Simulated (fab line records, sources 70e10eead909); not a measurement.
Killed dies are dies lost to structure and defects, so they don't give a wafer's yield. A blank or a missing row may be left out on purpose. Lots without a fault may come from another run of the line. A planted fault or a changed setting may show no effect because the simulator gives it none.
Chamber matching | flow nand_harc | NHARC_P_BONDPAD_CMP_32 on cmp-01: 4 sister chambers
The step polishes SiCN, target thk 200 nm. 4 wafers are shown with their chamber, then 9 later ones without.

WAFERS WITH THEIR CHAMBER
wafer  | chamber | motor_current_A (A)
L078.5 | 0       | 12.0
L083.5 | 2       | 10.4
L089.2 | 1       | 10.2
L089.6 | 3       | 9.9

WAFERS WITHOUT THEIR CHAMBER
wafer  | motor_current_A (A)
L090.2 | 10.2
L090.4 | 12.3
L090.5 | 10.5
L096.1 | 11.5
L096.3 | 10.5
L096.6 | 10.2
L097.1 | 10.2
L097.4 | 10.1
L097.5 | 12.2

WHICH CHAMBER EACH WENT THROUGH
wafer  | from the rows above          | in truth
L090.2 | can't be placed: 1 or 2 or 3 | 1
L090.4 | 0                            | 0
L090.5 | can't be placed: 2 or 1      | 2
L096.1 | 0                            | 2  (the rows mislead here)
L096.3 | can't be placed: 2 or 1      | 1
L096.6 | can't be placed: 1 or 2 or 3 | 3
L097.1 | can't be placed: 1 or 2 or 3 | 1
L097.4 | can't be placed: 1 or 3 or 2 | 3
L097.5 | 0                            | 0
Placed correctly: 2 of 9. Can't be placed from these rows: 6 (the true chamber is among the candidates in 6). Placed wrongly: 1.
How it was worked out, from the rows above alone: a wafer's distance from a chamber is the root of the sum, over the readings, of the square of ((its reading less the chamber's mean) divided by the reading's scatter). The wafer belongs to the nearest chamber; if the next one is less than 2 further off, it can't be placed. A chamber's mean is the mean of its shown wafers. The scatter: with one shown wafer a chamber, the root of the mean of the squares of how far each hidden wafer lies from its nearest shown one.
